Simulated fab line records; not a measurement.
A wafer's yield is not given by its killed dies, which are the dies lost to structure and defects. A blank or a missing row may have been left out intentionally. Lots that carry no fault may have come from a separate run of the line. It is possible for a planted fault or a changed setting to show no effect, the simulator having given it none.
fab line records	flow n5Finfet
record lots=7	wafers=39
route steps=1938 shown WELL_APT@47 FIN_SAQP@116 FIN_CUT@160 DUMMY_GATE@250 HKMG_FIN@438 MOL_CONTACT_COAG@584
startH: the number of hours between the record's first day and the start of the first shown wafer of the lot	waitH: hours since the lot's step before	" same as the row above	L1.1+2: one row covering several wafers at once	- no value present, or no start provided	* or withheld: withheld	< > ~ a bound
route shown NAME@n: a module of which the file shows steps, and the number in the route of the first	usual: the fault-free wafers' mean and standard deviation	same: alike in all rows	chamber/n: place in a boat	sites: readings site by site	_std_site: standard deviation across them	_edge_site: outer sites' mean less inner sites'	radiusMm: how far each site lies from the wafer's centre	mask NAME#n: copy n	behind: the tool/chamber that last shaped the wafer	hold: reason for holding the lot/hours on hold/outcome of the hold	device: which transistor (n, p or np) failed to switch	end of line: the route-end tests of the same wafers	a step without rows: its recipe alone	killed: dies that structure and defects cost at the first sort, which is not the same as the wafer's yield	map: per-die view of a wafer (x killed, . not killed, _ where there is no die)
set.NAME: setting as actually run; set.NAME@STEP: the setting as run at that earlier step	model.NAME: the simulator's own value behind a step, which no gauge read
lots run with intentionally changed settings; tables by step, rows by wafer
## steps
# step N5_WELL_APT_IMPLANT_31
# recipe species=B	energyKev=60	doseCm2=1.5e+13	tiltDeg=0	rotationDeg=0
lot.wafer	tool	chamber	startH	waitH	set.energyKev	model.implant.rpNm	model.implant.drpNm
L076.1+4+5	implanter-01	0	27.35	0.1	55.44	173.8	61.85
L076.2+3+6	"	0	"	"	60	186.9	64.53
L078.1+3+4	implanter-01	0	39.41	0.1	60	196.5	64.53
L078.2+5+6	"	0	"	"	53.86	177.9	60.88
L080.1+4+6	implanter-01	0	51.64	0.1	60	192.4	64.53
L080.2+3+5	"	0	"	"	52.96	171.5	60.32
L086.1+4+6	implanter-01	0	87.25	0.1	62.66	198.6	66.01
L086.2+3+5	"	0	"	"	60	188.2	64.53
L089.3+4+6	implanter-02	0	105.53	0.1	60	190.2	64.53
L095.1+3+6	implanter-02	0	141.14	0.1	60	197.2	64.53
L095.2+4+5	"	0	"	"	55.81	184.5	62.08
L096.1+3+5	implanter-02	0	147.30	0.1	56.74	180.1	62.63
L096.2+4+6	"	0	"	"	60	189.6	64.53
# step N5_FIN_SAQP_ETCH_52
# recipe chemistry=N2/H2	target=SOC	targetDepthA=1000	overetchA=200	maskMaterial=SiARC	tempC=40	timeS=150	ionEnergyEv=200	pressureMtorr=30	sourceW=840	biasW=150	n2FlowSccm=200	h2FlowSccm=200	ends=endPoint
# usual rfVppV=524.4/2.9
lot.wafer	tool	chamber	startH	waitH	set.sourceW	rfVppV
L076.1	rieDiel-05	2	33.75	0.0	840	520.1
L076.2	"	1	"	"	911.9	506.9
L076.3	"	3	"	"	911.9	510.6
L076.4	"	0	"	"	840	529.5
L076.5	"	2	"	"	911.9	507.2
L076.6	"	1	"	"	840	521.0
L078.1	rieDiel-04	1	45.67	0.0	840	526.2
L078.2	"	3	"	"	840	527.3
L078.3	"	0	"	"	730.4	550.7
L078.4	"	2	"	"	730.4	546.2
L078.5	"	0	"	"	840	527.3
L078.6	"	3	"	"	730.4	550.8
L080.1	rieDiel-03	1	59.92	0.0	945.3	505.4
L080.2	"	2	"	"	945.3	501.3
L080.3	"	0	"	"	945.3	506.0
L080.4	"	1	"	"	840	527.0
L080.5	"	2	"	"	840	520.6
L080.6	"	0	"	"	840	527.6
L086.1	rieDiel-04	3	94.94	0.0	747.5	546.6
L086.2	"	0	"	"	840	526.8
L086.3	"	1	"	"	840	527.1
L086.4	"	2	"	"	840	521.5
L086.5	"	0	"	"	747.5	547.4
L086.6	"	3	"	"	747.5	548.2
L089.3	rieDiel-03	2	112.65	0.0	840	520.3
L089.4	"	2	"	"	840	520.3
L089.6	"	1	"	"	840	527.4
L095.1	rieDiel-03	3	148.64	0.0	840	522.0
L095.2	"	2	"	"	840	520.9
L095.3	"	0	"	"	840	526.0
L095.4	"	1	"	"	840	524.6
L095.5	"	2	"	"	840	518.3
L095.6	"	1	"	"	840	524.9
L096.1	rieDiel-05	1	154.47	0.0	840	522.4
L096.2	"	0	"	"	840	528.9
L096.3	"	2	"	"	840	527.6
L096.4	"	3	"	"	840	523.0
L096.5	"	0	"	"	840	527.5
L096.6	"	1	"	"	840	520.0
# step N5_FIN_CUT_EXPOSE_05
# recipe maskId=FIN_CUT	na=0.33	sourceShape=annular	sigmaInner=0.35	sigmaOuter=0.8	polarization=unpolarized	doseMj=45.75
lot.wafer	tool	chamber	startH	waitH	mask	set.doseMj
L076.1+3+6	euvScanner-02	0	38.90	-	FIN_CUT#0	48.97
L076.2+4+5	"	0	"	"	FIN_CUT#0	45.75
L078.1+3+5	euvScanner-02	0	50.19	-	FIN_CUT#0	44.06
L078.2+4+6	"	0	"	"	FIN_CUT#0	45.75
L080.1+3+4	euvScanner-01	0	64.37	-	FIN_CUT#0	48.64
L080.2+5+6	"	0	"	"	FIN_CUT#0	45.75
L086.1+3+4	euvScanner-01	0	99.79	-	FIN_CUT#0	43.25
L086.2+5+6	"	0	"	"	FIN_CUT#0	45.75
L089.3+4+6	euvScanner-02	0	117.10	-	FIN_CUT#0	45.75
L095.1+2+3+4+5+6	euvScanner-01	0	153.28	-	FIN_CUT#0	45.75
L096.1+2+5	euvScanner-02	0	159.32	-	FIN_CUT#0	44.04
L096.3+4+6	"	0	"	"	FIN_CUT#0	45.75
# step N5_FIN_CUT_PEB_06
# recipe pebTempC=100	pebTimeS=60	resist=CAR-EUV
# step N5_FIN_CUT_DEVELOP_07
# recipe developTimeS=30	developer=TMAH	resist=CAR-EUV	rinseLiquid=surfactantRinse	dry=airSpin	devTempC=23
# step N5_FIN_CUT_CD_MEAS_08
# recipe targetCdNm=29.1	landingEnergyEv=500	detector=seInlens	polarity=opening
# usual cdNm=29.13/0.25
lot.wafer	tool	chamber	startH	waitH	set.doseMj@FIN_CUT_EXPOSE_05	cdNm
L076.1	cdSem-03	0	39.04	-	48.97	30.42
L076.2	"	0	"	"	45.75	29.14
L076.3	"	0	"	"	48.97	30.48
L076.4	"	0	"	"	45.75	29.23
L076.5	"	0	"	"	45.75	29.31
L076.6	"	0	"	"	48.97	30.16
L078.1	cdSem-01	0	50.32	-	44.06	28.59
L078.2	"	0	"	"	45.75	29.36
L078.3	"	0	"	"	44.06	28.38
L078.4	"	0	"	"	45.75	28.81
L078.5	"	0	"	"	44.06	28.33
L078.6	"	0	"	"	45.75	28.79
L080.1	cdSem-01	0	64.50	-	48.64	30.25
L080.2	"	0	"	"	45.75	29.13
L080.3	"	0	"	"	48.64	30.15
L080.4	"	0	"	"	48.64	30.14
L080.5	"	0	"	"	45.75	28.81
L080.6	"	0	"	"	45.75	29.49
L086.1	cdSem-02	0	99.93	-	43.25	28.16
L086.2	"	0	"	"	45.75	29.02
L086.3	"	0	"	"	43.25	27.97
L086.4	"	0	"	"	43.25	27.80
L086.5	"	0	"	"	45.75	29.06
L086.6	"	0	"	"	45.75	29.06
L089.3	cdSem-03	0	117.22	-	45.75	29.42
L089.4	"	0	"	"	45.75	29.13
L089.6	"	0	"	"	45.75	29.44
L095.1	cdSem-02	0	153.42	-	45.75	28.64
L095.2	"	0	"	"	45.75	28.57
L095.3	"	0	"	"	45.75	29.00
L095.4	"	0	"	"	45.75	28.79
L095.5	"	0	"	"	45.75	29.24
L095.6	"	0	"	"	45.75	29.04
L096.1	cdSem-02	0	159.46	-	44.04	28.53
L096.2	"	0	"	"	44.04	28.46
L096.3	"	0	"	"	45.75	29.32
L096.4	"	0	"	"	45.75	29.49
L096.5	"	0	"	"	44.04	28.95
L096.6	"	0	"	"	45.75	29.40
# step N5_FIN_CUT_DESCUM_13
# recipe chemistry=O2	timeS=7	sourcePowerW=50	biasPowerW=20	pressureMtorr=20	rfFrequencyHz=2.712e+07	tempC=40	resist=CAR-EUV	o2FlowSccm=225
# step N5_FIN_CUT_ETCH_30
# recipe chemistry=N2/H2	target=underlayer	targetDepthA=130	maskMaterial=CAR-EUV	timeS=10.4	ionEnergyEv=200	pressureMtorr=30	sourceW=840	biasW=150	n2FlowSccm=200	h2FlowSccm=200	ends=cleared
lot.wafer	tool	chamber	startH	waitH	set.doseMj@FIN_CUT_EXPOSE_05	model.FIN_CUT.cdOffsetNm
L076.1+3+6	rieDiel-01	2,0,0	39.19	0.0	48.97	1.4
L076.2+5	"	3	"	"	45.75	0
L076.4	"	2	"	"	45.75	0.2
L078.1+3	rieDiel-02	1,3	50.48	0.0	44.06	-0.8
L078.2	"	2	"	"	45.75	0
L078.4+6	"	2,1	"	"	45.75	-0.2
L078.5	"	3	"	"	44.06	-0.6
L080.1+3	rieDiel-02	3,2	64.66	0.0	48.64	1.4
L080.2	"	0	"	"	45.75	-0.2
L080.4	"	1	"	"	48.64	1.2
L080.5+6	"	3,2	"	"	45.75	0.2
L086.1+3+4	rieDiel-06	2,1,3	100.11	0.0	43.25	-1.2
L086.2+5	"	0,1	"	"	45.75	-0.4
L086.6	"	0	"	"	45.75	-0.2
L089.3	rieDiel-06	2	117.38	0.0	45.75	0
L089.4+6	"	3,1	"	"	45.75	-0.2
L095.1+3+5+6	rieDiel-02	3,1,2,3	153.63	0.0	45.75	0
L095.2	"	2	"	"	45.75	0.2
L095.4	"	0	"	"	45.75	-0.2
L096.1+2	rieDiel-02	1,2	159.61	0.0	44.04	-0.6
L096.3	"	0	"	"	45.75	0
L096.4	"	3	"	"	45.75	0.4
L096.5	"	3	"	"	44.04	-0.2
L096.6	"	2	"	"	45.75	0.2
# step N5_FIN_CUT_CUT_ETCH_26
# recipe chemistry=CH3F/O2	target=SiNx	targetDepthA=390	maskMaterial=SOC	timeS=55.7	pressureMtorr=30	sourceW=395	biasW=73	Ar_flow_sccm=150	CH3F_flow_sccm=30	O2_flow_sccm=20	ionEnergyEv=120
lot.wafer	tool	chamber	startH	waitH	set.timeS	model.etch.depthNm	model.SOC_of_FIN_CUT_COAT_18.thkNm
L076.1	rieDiel-01	2	39.60	0.0	55.7	38.89	211.2
L076.2	"	3	"	"	55.7	38.86	210.6
L076.3	"	0	"	"	55.7	39.43	211.6
L076.4	"	2	"	"	48.3	34.04	213.4
L076.5	"	3	"	"	48.3	33.54	213.4
L076.6	"	0	"	"	48.3	34.49	213.2
L078.1	rieDiel-02	1	50.88	0.0	45.08	31.63	215.4
L078.2	"	2	"	"	55.7	38.2	212.2
L078.3	"	3	"	"	55.7	37.92	211.8
L078.4	"	2	"	"	55.7	38.29	213
L078.5	"	3	"	"	45.08	30.61	215.6
L078.6	"	1	"	"	45.08	31.53	215.4
L080.1	rieDiel-02	3	65.06	0.0	55.7	38.52	211.2
L080.2	"	0	"	"	55.7	38.82	210.8
L080.3	"	2	"	"	46.61	32.42	214.6
L080.4	"	1	"	"	55.7	39.73	210.2
L080.5	"	3	"	"	46.61	31.75	214
L080.6	"	2	"	"	46.61	32.61	214
L086.1	rieDiel-06	2	100.52	0.0	55.7	39.31	210.6
L086.2	"	0	"	"	66.82	45.69	207.8
L086.3	"	1	"	"	66.82	46.56	207.6
L086.4	"	3	"	"	55.7	40.35	210.4
L086.5	"	1	"	"	55.7	38.86	211.2
L086.6	"	0	"	"	66.82	45.55	207.6
L089.3	rieDiel-06	2	117.79	0.0	55.7	39.01	211.6
L089.4	"	3	"	"	55.7	40.38	211
L089.6	"	1	"	"	55.7	38.98	211.4
L095.1	rieDiel-02	3	154.03	0.0	55.7	37.87	211.4
L095.2	"	2	"	"	43.31	29.75	214.8
L095.3	"	1	"	"	43.31	30.3	215.4
L095.4	"	0	"	"	43.31	30.47	215
L095.5	"	2	"	"	55.7	38.35	210.4
L095.6	"	3	"	"	55.7	37.59	210.8
L096.1	rieDiel-02	1	160.02	0.0	67.35	46.71	209.6
L096.2	"	2	"	"	55.7	38.15	213
L096.3	"	0	"	"	55.7	38.9	212.6
L096.4	"	3	"	"	55.7	37.38	213
L096.5	"	3	"	"	67.35	45.31	209.6
L096.6	"	2	"	"	67.35	45.9	209
# step N5_FIN_CUT_CUT_ETCH_27
# recipe chemistry=CHF3/O2	target=SiO2	targetDepthA=40	maskMaterial=SOC	overetchA=20	timeS=4.9	pressureMtorr=30	sourceW=650	biasW=170	Ar_flow_sccm=200	CHF3_flow_sccm=50	O2_flow_sccm=5	ionEnergyEv=200
# step N5_FIN_CUT_PRECLEAN_35
# recipe timeS=13.3	tempC=45	pressureTorr=125	pHfTorr=3	pCoreactantTorr=25	chemistry=vHF
lot.wafer	tool	chamber	startH	waitH	set.doseMj@FIN_CUT_EXPOSE_05	model.FIN_CUT.cdOffsetNm
L076.1	vaporEtch-02	0	39.71	0.0	48.97	0.6
L076.2	"	1	"	"	45.75	-0.8
L076.3+6	"	0,1	"	"	48.97	1
L076.4	"	1	"	"	45.75	-0.6
L076.5	"	0	"	"	45.75	-1
L078.1	vaporEtch-02	0	50.99	0.0	44.06	-0.4
L078.2	"	1	"	"	45.75	0.8
L078.3+5	"	0,1	"	"	44.06	-0.2
L078.4	"	1	"	"	45.75	1
L078.6	"	0	"	"	45.75	0
L080.1	vaporEtch-01	0	65.18	0.0	48.64	1
L080.2+5	"	1	"	"	45.75	-0.2
L080.3	"	1	"	"	48.64	1.8
L080.4	"	0	"	"	48.64	0.8
L080.6	"	0	"	"	45.75	0.2
L086.1	vaporEtch-02	0	100.63	0.0	43.25	-2.2
L086.2	"	1	"	"	45.75	-0.4
L086.3	"	1	"	"	43.25	-1.6
L086.4	"	0	"	"	43.25	-1.4
L086.5	"	1	"	"	45.75	-1
L086.6	"	0	"	"	45.75	0
L089.3	vaporEtch-01	1	117.92	0.1	45.75	-1
L089.4	"	0	"	"	45.75	0.2
L089.6	"	0	"	"	45.75	0
L095.1	vaporEtch-02	0	154.14	0.0	45.75	-0.4
L095.2+6	"	1,0	"	"	45.75	0
L095.3	"	1	"	"	45.75	-0.6
L095.4+5	"	0,1	"	"	45.75	0.2
L096.1+2	vaporEtch-01	0,1	160.13	0.0	44.04	0
L096.3	"	0	"	"	45.75	0.8
L096.4	"	1	"	"	45.75	0.4
L096.5	"	0	"	"	44.04	-0.2
L096.6	"	1	"	"	45.75	1
# step N5_FIN_CUT_CUT_ETCH_15
# recipe chemistry=HBr/Cl2/O2	target=Si	targetDepthA=1000	btTimeS=10	maskMaterial=SOC	timeS=42.4	ionEnergyEv=*	biasW=*	pressureMtorr=10	icpW=800	HBr_flow_sccm=150	Cl2_flow_sccm=80	O2_flow_sccm=12
# step N5_FIN_CUT_CUT_ETCH_28
# recipe chemistry=HBr/Cl2/O2	target=Si	targetDepthA=60	maskMaterial=SOC	timeS=2.4	ionEnergyEv=*	biasW=*	pressureMtorr=10	icpW=800	HBr_flow_sccm=150	Cl2_flow_sccm=80	O2_flow_sccm=12
lot.wafer	tool	chamber	startH	waitH	set.doseMj@FIN_CUT_EXPOSE_05	model.FIN_CUT.cdOffsetNm
L076.1	rieSi-01	2	39.84	0.0	48.97	0.6
L076.2+5	"	3	"	"	45.75	-1
L076.3	"	1	"	"	48.97	1.2
L076.4	"	1	"	"	45.75	-0.4
L076.6	"	2	"	"	48.97	1
L078.1+3	rieSi-01	1,3	51.13	0.0	44.06	-0.2
L078.2+4	"	0,2	"	"	45.75	1
L078.5	"	1	"	"	44.06	0
L078.6	"	2	"	"	45.75	0
L080.1+4	rieSi-04	1,3	65.31	0.0	48.64	1
L080.2	"	0	"	"	45.75	0
L080.3	"	2	"	"	48.64	1.8
L080.5	"	1	"	"	45.75	-0.2
L080.6	"	0	"	"	45.75	0.4
L086.1	rieSi-04	1	100.76	0.0	43.25	-2.2
L086.2	"	3	"	"	45.75	-0.4
L086.3	"	0	"	"	43.25	-1.6
L086.4	"	2	"	"	43.25	-1.4
L086.5	"	0	"	"	45.75	-1
L086.6	"	1	"	"	45.75	0
L089.3	rieSi-06	2	118.03	0.0	45.75	-0.8
L089.4	"	1	"	"	45.75	0.4
L089.6	"	3	"	"	45.75	0
L095.1	rieSi-01	3	154.28	0.0	45.75	-0.4
L095.2+4+5	"	1,2,3	"	"	45.75	0.2
L095.3	"	0	"	"	45.75	-0.6
L095.6	"	2	"	"	45.75	0
L096.1+2+5	rieSi-01	0,2,1	160.26	0.0	44.04	-0.2
L096.3+6	"	1,0	"	"	45.75	1
L096.4	"	3	"	"	45.75	0.4
# step N5_DUMMY_GATE_ETCH_42
# recipe chemistry=CHF3/O2	target=SiO2	targetDepthA=35	timeS=31	ionEnergyEv=30	biasW=12	pressureMtorr=30	sourceW=600	Ar_flow_sccm=200	CHF3_flow_sccm=50	O2_flow_sccm=5
# usual rfVppV=42.5/0.99
lot.wafer	tool	chamber	startH	waitH	set.biasW	rfVppV
L076.1	rieDiel-06	1	59.67	0.2	12	42.4
L076.2	"	0	"	"	12	44.4
L076.3	"	2	"	"	12	42.4
L076.4	"	1	"	"	12	43.1
L076.5	"	0	"	"	12	41.1
L076.6	"	2	"	"	12	44.1
L078.1	rieDiel-01	3	71.47	0.2	11.17	40.8
L078.2	"	2	"	"	12	44.1
L078.3	"	0	"	"	11.17	42.1
L078.4	"	1	"	"	11.17	40.7
L078.5	"	2	"	"	12	42.3
L078.6	"	3	"	"	12	42.6
L080.1	rieDiel-06	1	85.31	0.0	10.18	38.3
L080.2	"	2	"	"	12	44.6
L080.3	"	3	"	"	12	42.6
L080.4	"	0	"	"	10.18	36.7
L080.5	"	1	"	"	12	43.8
L080.6	"	0	"	"	10.18	36.7
L086.1	rieDiel-02	1	120.11	0.0	12	42.1
L086.2	"	0	"	"	10.38	39.2
L086.3	"	2	"	"	12	42.4
L086.4	"	3	"	"	10.38	36.8
L086.5	"	3	"	"	12	42.1
L086.6	"	2	"	"	10.38	38.8
L089.3	rieDiel-02	2	137.12	0.0	12	41.9
L089.4	"	0	"	"	12	44.8
L089.6	"	2	"	"	12	43.0
L095.1	rieDiel-02	1	173.98	0.0	12	42.1
L095.2	"	2	"	"	12	44.4
L095.3	"	0	"	"	12	42.8
L095.4	"	3	"	"	12	41.4
L095.5	"	0	"	"	12	42.7
L095.6	"	3	"	"	12	41.4
L096.1	rieDiel-06	2	181.07	0.0	12	43.3
L096.2	"	1	"	"	12	42.5
L096.3	"	3	"	"	12	43.9
L096.4	"	3	"	"	12	42.2
L096.5	"	2	"	"	12	43.0
L096.6	"	1	"	"	12	43.2
# step N5_HKMG_FIN_ETCH_35
# recipe chemistry=N2/H2	target=SOC	targetDepthA=2158	ionEnergyEv=65	biasW=5	sourceW=3000	timeS=243.4	pressureMtorr=30	n2FlowSccm=200	h2FlowSccm=200
lot.wafer	tool	chamber	startH	waitH	set.timeS	model.HKMG_FIN.featureDepthNm	model.etch.depthNm	model.SOC_of_HKMG_FIN_COAT_29.thkNm
L076.1	rieDiel-05	0	88.02	0.0	213.2	187.4	187.5	112.8
L076.2	"	3	"	"	213.2	191.8	191.9	109.4
L076.3	"	1	"	"	243.4	214.2	214.2	86.8
L076.4	"	2	"	"	243.4	218.6	218.6	82.8
L076.5	"	3	"	"	243.4	221.6	221.5	79.8
L076.6	"	0	"	"	213.2	188.4	188.5	112.2
L078.1	rieDiel-05	3	100.74	0.0	201.2	180.2	180.3	119
L078.2	"	0	"	"	243.4	212.6	212.7	86
L078.3	"	1	"	"	243.4	210.8	210.8	89.2
L078.4	"	1	"	"	201.2	175.8	175.8	123.2
L078.5	"	0	"	"	201.2	176	176.1	123.6
L078.6	"	3	"	"	243.4	217.4	217.4	82.6
L080.1	rieDiel-05	0	112.83	0.0	208.3	181.4	181.4	118.4
L080.2	"	3	"	"	208.3	185	185	115.8
L080.3	"	1	"	"	208.3	180.2	180.1	119.4
L080.4	"	1	"	"	243.4	209.6	209.5	90
L080.5	"	0	"	"	243.4	210.4	210.3	90.2
L080.6	"	3	"	"	243.4	217.4	217.4	82.4
L086.1	rieDiel-05	2	146.88	0.0	208.1	182.6	182.6	120
L086.2	"	1	"	"	208.1	177.4	177.5	124.8
L086.3	"	3	"	"	243.4	216.2	216.2	85.6
L086.4	"	0	"	"	208.1	181.2	181.3	121.6
L086.5	"	2	"	"	243.4	214.4	214.3	88.2
L086.6	"	3	"	"	243.4	217.2	217.2	84.8
L089.3	rieDiel-03	2	163.77	0.0	243.4	207.2	207.3	91.4
L089.4	"	1	"	"	243.4	216.8	216.8	83
L089.6	"	2	"	"	243.4	206.8	206.9	92.8
L095.1	rieDiel-03	1	203.91	0.0	243.4	218	218	81.2
L095.2	"	2	"	"	243.4	206.2	206.1	93.2
L095.3	"	0	"	"	243.4	210.2	210.2	89
L095.4	"	1	"	"	243.4	217.4	217.5	81
L095.5	"	0	"	"	243.4	209.6	209.5	89.4
L095.6	"	2	"	"	243.4	207.4	207.5	91.4
L096.1	rieDiel-03	1	209.44	0.0	287.5	255.8	255.9	44.2
L096.2	"	0	"	"	287.5	246.6	246.6	52.2
L096.3	"	3	"	"	243.4	214.6	214.7	84.4
L096.4	"	2	"	"	243.4	205.2	205.2	94.4
L096.5	"	3	"	"	243.4	215.6	215.6	84.2
L096.6	"	0	"	"	287.5	247.8	247.8	52.2
# step N5_MOL_CONTACT_COAG_ETCHBACK_135
# recipe chemistry=CHF3	target=SiO2	targetDepthA=250	timeS=16.7	ionEnergyEv=200	pressureMtorr=30	sourceW=610	biasW=170	Ar_flow_sccm=200	CHF3_flow_sccm=50
lot.wafer	tool	chamber	startH	waitH	set.timeS	model.SOC_of_MOL_CONTACT_COAG_COAT_75.thkNm
L076.1+3	rieDiel-05	3,1	110.85	0.0	16.7	57.4
L076.2+4	"	0,3	"	"	13.42	58.2
L076.5	"	0	"	"	13.42	58
L076.6	"	1	"	"	16.7	57.8
L078.1	rieDiel-03	2	127.39	0.0	13.01	58
L078.2+6	"	3	"	"	16.7	57.2
L078.3+5	"	1,0	"	"	13.01	57.8
L078.4	"	0	"	"	16.7	57.4
L080.1+2+6	rieDiel-04	2,3,3	138.97	0.0	19.51	57.2
L080.3+4+5	"	0,1,2	"	"	16.7	57.6
L086.1	rieDiel-05	0	170.92	0.0	13.93	58
L086.2+6	"	1,0	"	"	13.93	58.2
L086.3+4+5	"	2,1,2	"	"	16.7	57.6
L089.3+4+6	rieDiel-05	3,1,1	187.33	0.0	16.7	57.4
L095.1+2+4	rieDiel-05	2,3,0	228.80	0.0	16.7	57
L095.3+5+6	"	1,1,2	"	"	16.7	57.2
L096.1+3	rieDiel-05	3,1	232.67	0.0	16.7	57.4
L096.2+4	"	0,2	"	"	13.46	58
L096.5	"	3	"	"	13.46	57.8
L096.6	"	0	"	"	16.7	57.6
## key
split step=N5_WELL_APT_IMPLANT_31	setting=energyKev	stated=60	by=wafer
response step=N5_WELL_APT_IMPLANT_31	reading=model.implant.rpNm	change=+1.81	per=1%	r=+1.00
response step=N5_WELL_APT_IMPLANT_31	reading=model.implant.drpNm	change=+0.354	per=1%	r=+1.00
split step=N5_FIN_SAQP_ETCH_52	setting=sourceW	stated=840	by=wafer
response step=N5_FIN_SAQP_ETCH_52	reading=rfVppV	change=-1.78	per=1%	r=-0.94
split step=N5_FIN_CUT_EXPOSE_05	setting=doseMj	stated=45.75	by=wafer
response step=N5_FIN_CUT_CD_MEAS_08	reading=cdNm	change=+0.172	per=1%	r=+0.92
response step=N5_FIN_CUT_ETCH_30	reading=model.FIN_CUT.cdOffsetNm	change=+0.183	per=1%	r=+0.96
response step=N5_FIN_CUT_PRECLEAN_35	reading=model.FIN_CUT.cdOffsetNm	change=+0.224	per=1%	r=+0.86
response step=N5_FIN_CUT_CUT_ETCH_28	reading=model.FIN_CUT.cdOffsetNm	change=+0.227	per=1%	r=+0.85
split step=N5_FIN_CUT_CUT_ETCH_26	setting=timeS	stated=55.7	by=wafer
response step=N5_FIN_CUT_CUT_ETCH_26	reading=model.etch.depthNm	change=+0.362	per=1%	r=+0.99
response step=N5_FIN_CUT_CUT_ETCH_26	reading=model.SOC_of_FIN_CUT_COAT_18.thkNm	change=-0.174	per=1%	r=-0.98
split step=N5_DUMMY_GATE_ETCH_42	setting=biasW	stated=12	by=wafer
response step=N5_DUMMY_GATE_ETCH_42	reading=rfVppV	change=+0.355	per=1%	r=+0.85
split step=N5_HKMG_FIN_ETCH_35	setting=timeS	stated=243.4	by=wafer
response step=N5_HKMG_FIN_ETCH_35	reading=model.HKMG_FIN.featureDepthNm	change=+2.19	per=1%	r=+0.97
response step=N5_HKMG_FIN_ETCH_35	reading=model.etch.depthNm	change=+2.19	per=1%	r=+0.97
response step=N5_HKMG_FIN_ETCH_35	reading=model.SOC_of_HKMG_FIN_COAT_29.thkNm	change=-2.19	per=1%	r=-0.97
split step=N5_MOL_CONTACT_COAG_ETCHBACK_135	setting=timeS	stated=16.7	by=wafer
response step=N5_MOL_CONTACT_COAG_ETCHBACK_135	reading=model.SOC_of_MOL_CONTACT_COAG_COAT_75.thkNm	change=-0.0275	per=1%	r=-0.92
